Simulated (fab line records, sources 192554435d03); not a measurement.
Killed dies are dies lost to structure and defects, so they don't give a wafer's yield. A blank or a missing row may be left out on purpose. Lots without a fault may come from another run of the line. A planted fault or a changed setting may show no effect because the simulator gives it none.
One fault seen from 3 desks | flow n5_finfet | each desk has only its own numbers; what lay behind them comes last

THE DEFECT DESK
What the inspections along the route counted, lot by lot: means of the sampled wafers that have a number. A lot is out of limits, marked OUT, if its mean lies more than 4 standard deviations from the usual mean; the brackets give that distance.
Columns: A = raw_defect_count at N5_SPACER0_INSPECT_04, usual 128
lot  | first seen here | A
L235 | day 3 05:25     | 160
L238 | day 3 22:55     | 110
L239 | day 4 06:15     | 140
L249 | day 6 20:12     | 171
L252 | day 7 11:19     | 110
L254 | day 7 23:41     | 121
L256 | day 8 14:05     | 124
L257 | day 8 18:13     | 81
This desk's finding: nothing out of limits on any of the 8 lots.

THE METROLOGY DESK
What the gauges read, lot by lot, whatever tool the lot ran on: means of the sampled wafers that have a number. A lot is out of limits, marked OUT, if its mean lies more than 4 standard deviations from the usual mean; the brackets give that distance. Of its 10 readings 7 are shown: those that lie furthest out on some lot.
Columns: A = DIBL_P at N5_BEOL_M4_RC_MEAS_101, usual 36.9 mV/V; B = IOFF_N at N5_BEOL_M4_RC_MEAS_101, usual 0.163 nA/um; C = IOFF_P at N5_BEOL_M4_RC_MEAS_101, usual 0.22 nA/um; D = ION_N at N5_BEOL_M4_RC_MEAS_101, usual 673 uA/um; E = SS_P at N5_BEOL_M4_RC_MEAS_101, usual 73.4 mV/dec; F = VT_N at N5_BEOL_M4_RC_MEAS_101, usual 249.8 mV; G = VT_P at N5_BEOL_M4_RC_MEAS_101, usual -250 mV
lot  | first seen here | A    | B     | C    | D   | E    | F     | G
L235 | day 7 23:18     | 37.3 | 0.163 | 0.23 | 667 | 73.9 | 250.3 | -247
L249 | day 11 10:32    | 38.0 | 0.187 | 0.24 | 688 | 74.1 | 246.2 | -249
L252 | day 12 16:38    | 39.5 | 0.173 | 0.22 | 675 | 73.8 | 250.7 | -251
L254 | day 12 18:17    | 37.2 | 0.154 | 0.19 | 669 | 73.9 | 251.4 | -255
L257 | day 13 15:49    | 36.2 | 0.193 | 0.26 | 674 | 74.2 | 247.3 | -246
L256 | day 13 21:52    | 35.5 | 0.142 | 0.19 | 667 | 73.1 | 252.9 | -250
This desk's finding: nothing out of limits on any of the 6 lots.

THE TOOL OWNER'S DESK: rie_diel-06
The tool's own readings at N5_SD_EPI_P_ETCH_36 (etches SiARC in CF4, target depth 45.5 nm, time 75.8 s): means of the sampled wafers that have a number, for each lot that ran on this tool. A lot is out of limits, marked OUT, if its mean lies more than 4 standard deviations from the usual mean; the brackets give that distance. Of its 9 readings 7 are shown: those that lie furthest out on some lot.
Columns: A = bias_w at N5_SD_EPI_P_ETCH_36, usual 36.00 W; B = cf4_flow_sccm at N5_SD_EPI_P_ETCH_36, usual 100.0 sccm; C = etch_rf_on_time_s at N5_SD_EPI_P_ETCH_36, usual 75.9 s; D = oes_product_au at N5_SD_EPI_P_ETCH_36, usual 0.65 a.u.; E = rf_vpp_V at N5_SD_EPI_P_ETCH_36, usual 183.6 V; F = showerhead_plenum_p_Torr at N5_SD_EPI_P_ETCH_36, usual 2.10 Torr; G = throttle_valve_pct at N5_SD_EPI_P_ETCH_36, usual 15.58 %
lot  | first seen here | A     | B     | C    | D    | E     | F    | G
L235 | day 3 10:25     | 36.02 | 99.9  | 76.8 | 0.63 | 184.5 | 2.09 | 15.64
L249 | day 7 01:24     | 35.90 | 100.3 | 76.4 | 0.64 | 182.9 | 2.09 | 15.72
L252 | day 7 16:38     | 36.04 | 100.1 | 76.0 | 0.60 | 183.5 | 2.04 | 15.59
L256 | day 8 19:40     | 35.96 | 99.8  | 77.2 | 0.62 | 182.4 | 2.08 | 15.71
L257 | day 8 23:14     | 35.92 | 99.6  | 77.6 | 0.63 | 183.0 | 2.11 | 15.83
This desk's finding: nothing out of limits on any of the 5 lots.

PUT TOGETHER
The defect desk saw nothing out of limits.
The metrology desk saw nothing out of limits.
The tool owner's desk saw nothing out of limits.

WHAT THE SIMULATOR HAD PUT IN
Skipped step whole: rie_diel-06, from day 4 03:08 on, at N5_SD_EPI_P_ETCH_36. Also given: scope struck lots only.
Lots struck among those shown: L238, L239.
